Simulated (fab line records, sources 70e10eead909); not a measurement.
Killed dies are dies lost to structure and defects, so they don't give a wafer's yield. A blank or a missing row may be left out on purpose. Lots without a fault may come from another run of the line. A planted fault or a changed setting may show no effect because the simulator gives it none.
Chamber matching | flow nand_harc | NHARC_P_CONTACT_CMP_01 on cmp-02: 4 sister chambers
The step polishes SiO2, target thk 200 nm. 8 wafers are shown with their chamber, then 8 later ones without.

WAFERS WITH THEIR CHAMBER
wafer  | chamber | motor_current_A (A)
L084.2 | 2       | 11.5
L084.6 | 0       | 10.0
L088.4 | 1       | 12.6
L088.5 | 0       | 10.1
L085.1 | 2       | 11.9
L085.2 | 1       | 13.2
L085.4 | 3       | 12.8
L089.1 | 3       | 12.2

WAFERS WITHOUT THEIR CHAMBER
wafer  | motor_current_A (A)
L089.2 | 13.2
L089.5 | 13.0
L090.1 | 10.0
L090.2 | 11.4
L090.4 | 12.3
L091.2 | 10.0
L091.3 | 11.5
L091.6 | 13.2

WHICH CHAMBER EACH WENT THROUGH
wafer  | from the rows above          | in truth
L089.2 | can't be placed: 1 or 3      | 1
L089.5 | can't be placed: 1 or 3      | 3
L090.1 | 0                            | 0
L090.2 | 2                            | 2
L090.4 | can't be placed: 3 or 1 or 2 | 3
L091.2 | 0                            | 0
L091.3 | 2                            | 2
L091.6 | can't be placed: 1 or 3      | 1
Placed correctly: 4 of 8. Can't be placed from these rows: 4 (the true chamber is among the candidates in 4). Placed wrongly: 0.
How it was worked out, from the rows above alone: a wafer's distance from a chamber is the root of the sum, over the readings, of the square of ((its reading less the chamber's mean) divided by the reading's scatter). The wafer belongs to the nearest chamber; if the next one is less than 2 further off, it can't be placed. A chamber's mean is the mean of its shown wafers. The scatter: the root of (the sum of the squares of (reading less its chamber's mean) over the shown wafers, divided by (wafers less chambers)).
